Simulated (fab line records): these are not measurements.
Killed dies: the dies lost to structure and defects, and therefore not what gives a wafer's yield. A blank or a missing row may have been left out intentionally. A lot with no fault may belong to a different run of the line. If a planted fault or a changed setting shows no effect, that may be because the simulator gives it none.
Lot-split experiment    flow n5_finfet    route with 1938 steps; 7 lots, 21 wafers read

THE SPLIT ITSELF
At N5_BEOL_M0_ETCH_128 (etches SiCN in CF4/N2, target depth 12 nm, overetch 5.1 nm, time 21.4 s), the setting source_w was moved away from the recipe's 430 W on 7 of the 21 wafers read, by -14.3% to -5.8%. All remaining wafers had this setting at the recipe value.

The reading is taken at the split's own step.

THE READING
rf_vpp_V, in V, at N5_BEOL_M0_ETCH_128 (etches SiCN in CF4/N2, target depth 12 nm, overetch 5.1 nm, time 21.4 s). Typical for fault-free wafers on this fab line: 382.8 V, with standard deviation 1.6 V.

wafer   tool, chamber at the split  source_w as run, W  against the recipe  rf_vpp_V, V  against lot-mates on the recipe
L077.1  rie_diel-03, 0              430                 recipe              384.7        -
L077.4  rie_diel-03, 3              430                 recipe              384.7        -
L077.5  rie_diel-03, 0              430                 recipe              383.7        -
L081.1  rie_diel-04, 3              430                 recipe              381.3        -
L081.3  rie_diel-04, 2              380.4               -11.5%              397.7        +16.7
L081.6  rie_diel-04, 3              430                 recipe              380.6        -
L083.1  rie_diel-04, 3              430                 recipe              383.1        -
L083.2  rie_diel-04, 0              430                 recipe              380.9        -
L083.4  rie_diel-04, 2              430                 recipe              383.1        -
L084.1  rie_diel-02, 0              430                 recipe              380.6        -
L084.4  rie_diel-02, 1              368.6               -14.3%              400.3        +20.2
L084.6  rie_diel-02, 1              430                 recipe              379.5        -
L089.3  rie_diel-03, 3              404.9               -5.8%               392.2        +8.8
L089.4  rie_diel-03, 0              404.9               -5.8%               392.0        +8.6
L089.5  rie_diel-03, 1              430                 recipe              383.4        -
L093.1  rie_diel-02, 0              374.8               -12.8%              399.3        +16.8
L093.5  rie_diel-02, 2              430                 recipe              384.3        -
L093.6  rie_diel-02, 1              430                 recipe              380.8        -
L095.4  rie_diel-03, 3              378.5               -12.0%              400.3        +15.5
L095.5  rie_diel-03, 2              378.5               -12.0%              401.0        +16.2
L095.6  rie_diel-03, 3              430                 recipe              384.8        -

THE FIT
A straight line over all 21 wafers: rf_vpp_V changes by -1.38 V for each +1% of source_w; r = -0.97; the points scatter about the line by 1.8 V.
The same after taking each lot's own level away (the mean of its wafers on the recipe; 21 wafers): -1.37 V for each +1%; r = -0.99; scatter 0.88 V.
On that fit, the largest move of source_w shifts the reading by 20 V.
Across the lots, their own levels run from 380.05 to 384.80 V, a range of 3.0 times the standard deviation given above.
So the lot-to-lot level changes the slope little: the two slopes agree.
Check: for one of the wafers moved furthest among these (-14.3%), held out of the fit, the line's prediction against its lot-mates is +19.4 V. Against them it came out at +20.2 V.
Tool readings at the split's step, against how far the setting was moved: rf_vpp_V r = -0.97.

THE OTHER SPLITS THESE WAFERS WENT THROUGH
Note: prior to the reading, these wafers also went through further splits. Each is held against what the fit with the lots' levels taken away leaves over:
other split on the same wafers           wafers away from the commonest value  r with rf_vpp_V (lot level and that fit taken away)
N5_SDB_COAT_05 spin_rpm                  6                                     +0.01
N5_HKMG_FIN_ETCH_32 bias_w               7                                     +0.04
N5_HKMG_FIN_COAT_85 spin_rpm             2                                     -0.12
N5_GATE_CUT_CUT_ETCH_54 icp_w            5                                     +0.09
N5_MOL_CONTACT_COAG_ETCH_105 bias_w      9                                     +0.18
N5_MOL_CONTACT_COAG_ETCHBACK_135 time_s  10                                    +0.02
N5_MOL_CONTACT_COAG_COAT_64 spin_rpm     7                                     -0.02
N5_BEOL_M0_CUTY_DESCUM_61 time_s         9                                     +0.02

THE FILE'S OWN FIT
rf_vpp_V changes by -1.38 V for each +1% of source_w, r = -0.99.
